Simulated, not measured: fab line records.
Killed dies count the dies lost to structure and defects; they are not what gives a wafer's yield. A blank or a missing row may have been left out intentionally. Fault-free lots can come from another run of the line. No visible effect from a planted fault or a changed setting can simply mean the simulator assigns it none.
Matching of chambers    flow nandHarc    NHARC_A_CONTACT_ETCH_91 on rieDiel-04 has 4 sister chambers
The step etches the open film in CH3F/O2, target depth 40 nm, time 85.7 s. 30 wafers are shown with their chamber, then 12 later ones without.

EACH WAFER AND ITS CHAMBER
wafer   chamber  drypumpMotorCurrentA (A)  showerheadPlenumPTorr (Torr)  rfVppV (V)
L074.1  3        5.8                       2.41                          242.9
L074.5  0        5.1                       2.38                          242.2
L074.6  1        5.6                       2.36                          244.5
L075.2  0        5.1                       2.38                          241.6
L075.4  3        5.8                       2.41                          242.0
L075.5  0        5.1                       2.38                          242.1
L077.3  0        5.1                       2.38                          244.3
L077.4  1        5.6                       2.36                          242.1
L077.5  3        5.8                       2.41                          241.3
L079.1  3        5.8                       2.41                          244.9
L079.2  1        5.6                       2.36                          241.0
L079.3  0        5.0                       2.38                          242.8
L080.2  3        5.8                       2.41                          243.1
L080.3  0        5.1                       2.38                          243.0
L080.5  0        5.1                       2.38                          244.2
L081.3  0        5.1                       2.38                          244.5
L081.5  3        5.8                       2.41                          245.0
L081.6  2        5.7                       2.57                          245.3
L082.2  1        5.6                       2.35                          242.9
L082.4  0        5.1                       2.38                          242.7
L082.5  0        5.1                       2.38                          242.6
L083.2  0        5.1                       2.38                          241.9
L083.3  2        5.7                       2.57                          246.8
L083.6  0        5.1                       2.38                          243.2
L084.3  0        5.1                       2.37                          243.2
L084.5  1        5.6                       2.35                          242.4
L084.6  0        5.1                       2.37                          243.6
L086.2  3        5.8                       2.40                          243.7
L086.5  2        5.7                       2.57                          247.0
L086.6  1        5.6                       2.35                          244.1

SIGNATURES (means of the wafers above)
reading                chamber 0  chamber 1  chamber 2  chamber 3  scatter within a chamber
drypumpMotorCurrentA   5.093      5.600      5.700      5.800      0.0189
showerheadPlenumPTorr  2.3786     2.3550     2.5700     2.4086     0.00396
rfVppV                 242.993    242.833    246.367    243.271    1.12
Rule: for a wafer and a chamber, the distance is found by dividing, reading by reading, the gap between the wafer's reading and the chamber's mean by the reading's scatter, squaring, summing and taking the root. If the next closest chamber is less than 2 further off than the closest, the wafer can't be placed; otherwise it belongs to the closest. How the scatter is found: for the shown wafers, subtract from each reading the mean of its chamber, square and add these, divide the total by (wafers less chambers), then take the root.

WAFERS WHOSE CHAMBER IS MISSING
wafer   drypumpMotorCurrentA (A)  showerheadPlenumPTorr (Torr)  rfVppV (V)
L088.1  5.6                       2.35                          243.6
L088.3  5.1                       2.37                          242.7
L088.6  5.8                       2.40                          244.1
L089.1  5.6                       2.35                          241.8
L089.4  5.8                       2.40                          244.4
L089.5  5.6                       2.35                          242.6
L091.3  5.7                       2.35                          243.1
L091.4  5.7                       2.57                          245.5
L091.5  5.7                       2.35                          242.4
L094.1  5.8                       2.40                          241.9
L094.2  5.7                       2.57                          245.4
L094.5  5.1                       2.37                          242.6

CHAMBER TAKEN BY EACH
wafer   from the rows above  in truth
L088.1  1                    1
L088.3  0                    0
L088.6  3                    3
L089.1  1                    1
L089.4  3                    3
L089.5  1                    1
L091.3  1                    1
L091.4  2                    2
L091.5  1                    1
L094.1  3                    3
L094.2  2                    2
L094.5  0                    0
Correct placement for 12 of the 12. Left unplaced by these rows: 0. 0 placed wrongly.
